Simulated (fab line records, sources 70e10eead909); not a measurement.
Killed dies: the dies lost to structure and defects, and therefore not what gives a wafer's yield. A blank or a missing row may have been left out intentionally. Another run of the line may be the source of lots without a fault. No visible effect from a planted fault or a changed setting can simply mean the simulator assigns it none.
What tool caused it?    flow nandHarc    Sampling: 13 lots, 36 wafers, 6 of 1302 route steps

WHAT THE GAUGES SHOWED, per wafer
NHARC_A_ONON_D1_THK_MEAS_14: measures by ellipsometry.
lot   measured      on            thkNm (nm)
L161  day 8 06:10   filmMetro-01  1011 1011 1011
L164  day 9 10:15   filmMetro-02  998 998 1000
L165  day 10 03:27  filmMetro-02  1023 1023 1024
L166  day 10 09:25  filmMetro-01  998 999 999
L167  day 11 02:05  filmMetro-02  1009 1011 1009
L169  day 11 07:37  filmMetro-01  995 996 996
L172  day 12 16:10  filmMetro-01  1004 1004 1004
L175  day 13 19:23  filmMetro-01  640 985
L174  day 13 23:07  filmMetro-02  655 1003
L176  day 14 18:46  filmMetro-01  649 998
L181  day 16 11:23  filmMetro-01  1018 1021 1018
L182  day 17 00:50  filmMetro-01  994 993 993
L183  day 17 12:24  filmMetro-01  1002 1004 1002

NHARC_END_SORT_01.
lot   measured      on         killedAtArray  killedAtOther  killedAtPeriphery  killedDies  killedOpen  killedShort
L165  day 25 21:07  prober-02  44 29 45       1 1 2          2 7 3              47 37 50    1 3 5       2 2 5
L166  day 26 16:09  prober-01  53 43 29       0 0 1          8 2 3              61 45 33    6 1 2       4 3 1
L167  day 27 12:20  prober-01  70 71 77       0 0 0          3 6 1              73 77 78    3 1 1       3 5 4
L169  day 28 03:56  prober-01  52 56 61       0 0 0          4 3 4              56 59 65    3 2 1       4 1 2
L176  day 30 13:04  prober-01  668 59         2 1            7 7                677 67      3 5         1 1

WHAT TOOL EACH LOT RAN ON (gives the tool, then ch and the chambers of the sampled wafers, and finally the start)
lot   NHARC_P_BONDPAD_CMP_19         NHARC_A_ZERO_WELL_DESCUM_12        NHARC_A_ZERO_WELL_RTA_16         NHARC_A_ONON_D1_DEP_12
L161  cmp-04 ch 0,2, day 7 03:51     rieDiel-12 ch 1,2,3, day 7 05:52   rtpAnneal-01 ch 0, day 7 06:59   pecvdOnon-01 ch 0, day 8 05:40
L164  cmp-02 ch 0,1,2, day 8 07:43   rieDiel-04 ch 1,2,3, day 8 09:47   rtpAnneal-02 ch 0, day 8 10:54   pecvdOnon-02 ch 0, day 9 09:44
L165  cmp-02 ch 1,3, day 9 01:51     rieDiel-01 ch 0,1,3, day 9 03:51   rtpAnneal-02 ch 0, day 9 05:00   pecvdOnon-01 ch 0, day 10 03:00
L166  cmp-02 ch 1,2, day 9 04:35     rieDiel-12 ch 0,2,3, day 9 06:39   rtpAnneal-02 ch 0, day 9 07:44   pecvdOnon-04 ch 0, day 10 08:53
L167  cmp-03 ch 0,1,2, day 9 22:31   rieDiel-01 ch 1,2,3, day 10 00:26  rtpAnneal-02 ch 0, day 10 01:31  pecvdOnon-02 ch 0, day 11 01:34
L169  cmp-02 ch 1,2,3, day 10 05:30  rieDiel-12 ch 1,2,3, day 10 07:30  rtpAnneal-02 ch 0, day 10 08:36  pecvdOnon-02 ch 0, day 11 07:07
L172  cmp-02 ch 1,2,3, day 11 13:38  rieDiel-12 ch 0,2,3, day 11 15:37  rtpAnneal-02 ch 0, day 11 16:47  pecvdOnon-04 ch 0, day 12 15:42
L175  cmp-02 ch 1,2, day 12 18:16    rieDiel-04 ch 0,2, day 12 20:13    rtpAnneal-01 ch 0, day 12 21:22  pecvdOnon-01 ch 0, day 13 18:55
L174  cmp-03 ch 2,3, day 12 20:14    rieDiel-04 ch 1,3, day 12 22:04    rtpAnneal-01 ch 0, day 12 23:10  pecvdOnon-01 ch 0, day 13 22:36
L176  cmp-03 ch 0,1, day 13 15:09    rieDiel-12 ch 1, day 13 17:13      rtpAnneal-02 ch 0, day 13 18:21  pecvdOnon-01 ch 0, day 14 18:19
L181  cmp-02 ch 1,2, day 15 09:45    rieDiel-12 ch 0,2,3, day 15 11:45  rtpAnneal-02 ch 0, day 15 12:53  pecvdOnon-04 ch 0, day 16 10:55
L182  cmp-04 ch 0,1,2, day 15 19:20  rieDiel-01 ch 0,1,2, day 15 21:18  rtpAnneal-01 ch 0, day 15 22:26  pecvdOnon-04 ch 0, day 17 00:23
L183  cmp-04 ch 0,2,3, day 16 07:16  rieDiel-12 ch 2,3, day 16 09:06    rtpAnneal-02 ch 0, day 16 10:17  pecvdOnon-01 ch 0, day 17 12:01
- NHARC_P_BONDPAD_CMP_19: polishes, t overpolish 30 s, cu recess touch 16 s, target thk 160.81 nm.
- NHARC_A_ZERO_WELL_DESCUM_12: chemistry O2, time 3 s.
- NHARC_A_ZERO_WELL_RTA_16: time 10 s.
- NHARC_A_ONON_D1_DEP_12: target thk 1000 nm.

WHAT THE TOOLS THEMSELVES READ (means of the sampled wafers that have a number; where no wafer has one, the mark that the record gives instead)
NHARC_P_BONDPAD_CMP_19.
lot   tool    motorCurrentA (A)  overpolishRunS (s)  slurryFilterDpKPa (kPa)
L161  cmp-04  10.4               29.992              13.41
L164  cmp-02  12.4               30.001              13.43
L165  cmp-02  12.1               29.998              13.49
L166  cmp-02  12.9               30.004              13.45
L167  cmp-03  12.9               30.002              13.47
L169  cmp-02  12.1               30.003              13.46
L172  cmp-02  12.5               30.004              13.66
L175  cmp-02  12.6               30.002              13.57
L174  cmp-03  13.3               29.994              13.50
L176  cmp-03  12.3               29.996              13.34
L181  cmp-02  13.0               29.996              13.62
L182  cmp-04  12.7               29.998              13.52
L183  cmp-04  11.4               30.006              13.58

NHARC_A_ZERO_WELL_DESCUM_12.
lot   tool        drypumpMotorCurrentA (A)  oesProductAu (a.u.)  rfVppV (V)  showerheadPlenumPTorr (Torr)  throttleValvePct (%)
L161  rieDiel-12  5.7                       0.986                57.9        1.88                          11.309
L164  rieDiel-04  5.8                       1.002                57.3        1.83                          11.310
L165  rieDiel-01  5.7                       1.003                58.1        1.91                          11.305
L166  rieDiel-12  5.6                       0.995                57.8        1.87                          11.307
L167  rieDiel-01  5.8                       0.997                58.4        1.90                          11.317
L169  rieDiel-12  5.7                       0.993                58.2        1.88                          11.308
L172  rieDiel-12  5.6                       1.004                57.6        1.87                          11.309
L175  rieDiel-04  6.2                       1.004                59.3        1.91                          11.315
L174  rieDiel-04  5.8                       1.003                56.6        1.84                          11.305
L176  rieDiel-12  5.7                       0.987                56.9        1.88                          11.317
L181  rieDiel-12  5.6                       1.002                57.9        1.86                          11.316
L182  rieDiel-01  6.0                       1.007                58.1        1.92                          11.304
L183  rieDiel-12  5.7                       1.006                56.9        1.90                          11.315

NHARC_A_ZERO_WELL_RTA_16.
lot   tool          annealTempCMax  lampPowerPct (%)  lamp_zone_6_pct (%)  wafer_temp_C_max
L161  rtpAnneal-01  1006.9          26.4              26.4                 1005.7
L164  rtpAnneal-02  1002.5          31.1              31.1                 1004.8
L165  rtpAnneal-02  1003.2          31.2              31.1                 1004.5
L166  rtpAnneal-02  1002.7          31.2              31.1                 1005.3
L167  rtpAnneal-02  1003.3          31.1              31.1                 1005.0
L169  rtpAnneal-02  1003.6          31.1              31.1                 1004.4
L172  rtpAnneal-02  1002.8          31.2              31.1                 1004.2
L175  rtpAnneal-01  1006.5          26.4              26.4                 1004.5
L174  rtpAnneal-01  1006.0          26.5              26.4                 1005.1
L176  rtpAnneal-02  1003.5          31.1              31.1                 1005.2
L181  rtpAnneal-02  1003.7          31.1              31.1                 1005.0
L182  rtpAnneal-01  1005.9          26.4              26.4                 1005.0
L183  rtpAnneal-02  1003.7          31.2              31.1                 1004.2

THE ANSWER, worked out from the rows above alone
Rule: the lots themselves supply what counts as usual. The widest of any qualifying gaps counts: lots, ordered by their means at a reading, are off when they make up no more than a third of the lots, leave a main group of 4 or more, and stand apart from it by 3 or more times the standard deviation of that group's means. A main group is skipped when, at the precision printed for the reading in the tables above, its means are all equal. Also off: a lot with no number at a reading for which 4 or more lots have one. The other lots that the step has rows for count as sound. After the gauges, taken in route order, come the tools' own readings; for these a lot's mean is taken, as printed above. The first step at which some lot is off is used, and at that step the reading that is off furthest; a lot without a number counts as furthest.
Off, at NHARC_A_ONON_D1_THK_MEAS_14 on thkNm: L175, L174, L176. The main group: mean 1006 nm, standard deviation 9.5.
If a tool, at a process step before that reading, ran all the lots that are off and no sound lot after the first of them, it fits. Those tools and the gauges at NHARC_A_ONON_D1_THK_MEAS_14 are tried in the same way. Not one of the candidates tried fits.

WHAT THE SIMULATOR PUT IN
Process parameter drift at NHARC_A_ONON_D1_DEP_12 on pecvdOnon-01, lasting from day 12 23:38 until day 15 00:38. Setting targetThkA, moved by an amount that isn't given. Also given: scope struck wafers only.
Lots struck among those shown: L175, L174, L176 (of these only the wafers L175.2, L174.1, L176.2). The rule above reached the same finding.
